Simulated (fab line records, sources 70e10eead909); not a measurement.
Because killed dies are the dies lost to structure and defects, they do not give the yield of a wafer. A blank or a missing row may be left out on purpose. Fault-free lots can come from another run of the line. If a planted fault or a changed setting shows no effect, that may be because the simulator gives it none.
Matching of chambers	flow nand harc	4 sister chambers for NHARC_A_STAIRCASE_DESCUM_219 on rie diel-04
The step chemistry O2, time 3 s. 4 wafers are shown with their chamber, then 7 later ones without.

WAFERS, EACH WITH ITS CHAMBER
wafer	chamber	showerhead plenum p Torr (Torr)
L432.1	0	2.03
L435.2	1	2.01
L434.1	3	1.94
L434.2	2	1.93

WAFERS MISSING THEIR CHAMBER
wafer	showerhead plenum p Torr (Torr)
L434.5	2.03
L441.1	2.00
L441.4	2.00
L441.5	1.93
L443.1	1.92
L443.4	2.00
L443.5	1.92

WHICH CHAMBER EACH ONE RAN IN
wafer	from the rows above	in truth
L434.5	0	0
L441.1	1	1
L441.4	1	1
L441.5	can't be placed: 2 or 3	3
L443.1	can't be placed: 2 or 3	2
L443.4	1	1
L443.5	can't be placed: 2 or 3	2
Correctly placed: 4 of 7. These rows do not allow placing 3 (true chamber among the candidates in 3). Wrongly placed: 0.
How it was worked out, from the rows above alone: a wafer's distance from a chamber is the root of the sum, over the readings, of the square of ((its reading less the chamber's mean) divided by the reading's scatter). The wafer belongs to the nearest chamber; if the next one is less than 2 further off, it can't be placed. A chamber's mean is the mean of its shown wafers. The scatter: root of mean squared gap, hidden wafer to nearest shown wafer, with one shown wafer a chamber.
